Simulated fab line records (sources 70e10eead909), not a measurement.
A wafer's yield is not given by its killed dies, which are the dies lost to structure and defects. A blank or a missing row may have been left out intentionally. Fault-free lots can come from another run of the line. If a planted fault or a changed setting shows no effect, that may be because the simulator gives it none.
Which tool did it? ; flow nand-harc ; at 1 step of a route of 1302, 12 lots with 36 wafers sampled

== WHAT EACH GAUGE READ, for each wafer ==
NHARC_P_CONTACT_INSPECT_27.
lot;measured;on;raw-defect-count
L075;day 6 13:51;defect-inspect-01;292 301 182
L077;day 7 03:27;defect-inspect-01;202 160 187
L079;day 8 00:04;defect-inspect-02;412 206 218
L081;day 8 21:59;defect-inspect-01;212 355 235
L083;day 9 20:20;defect-inspect-02;158 163 250
L085;day 10 14:07;defect-inspect-01;339 377 187
L087;day 11 07:21;defect-inspect-01;578 323 408
L090;day 12 15:26;defect-inspect-01;257 233 201
L091;day 13 03:30;defect-inspect-02;469 418 695
L094;day 14 04:25;defect-inspect-01;221 223 311
L095;day 14 16:00;defect-inspect-01;383 336 272
L097;day 15 11:41;defect-inspect-01;166 268 184

== TOOL THAT RAN EACH LOT (tool first, then ch and the chambers of the sampled wafers, then the start) ==
The record shows no process step preceding these readings.

== THE ANSWER, worked out from the rows above alone ==
Rule: the usual values come from the lots themselves. The widest of any qualifying gaps counts: lots, ordered by their means at a reading, are off when they make up no more than a third of the lots, leave a main group of 4 or more, and stand apart from it by 3 or more times the standard deviation of that group's means. A main group whose means are all the same, to the digits that the tables above print for the reading, isn't used. Also off: a lot with no number at a reading for which 4 or more lots have one. Where the step has rows for the other lots, those lots are counted as sound.
No lot is off on any of the readings shown, so nothing can be concluded from this.

== WHAT THE SIMULATOR HAD PUT IN ==
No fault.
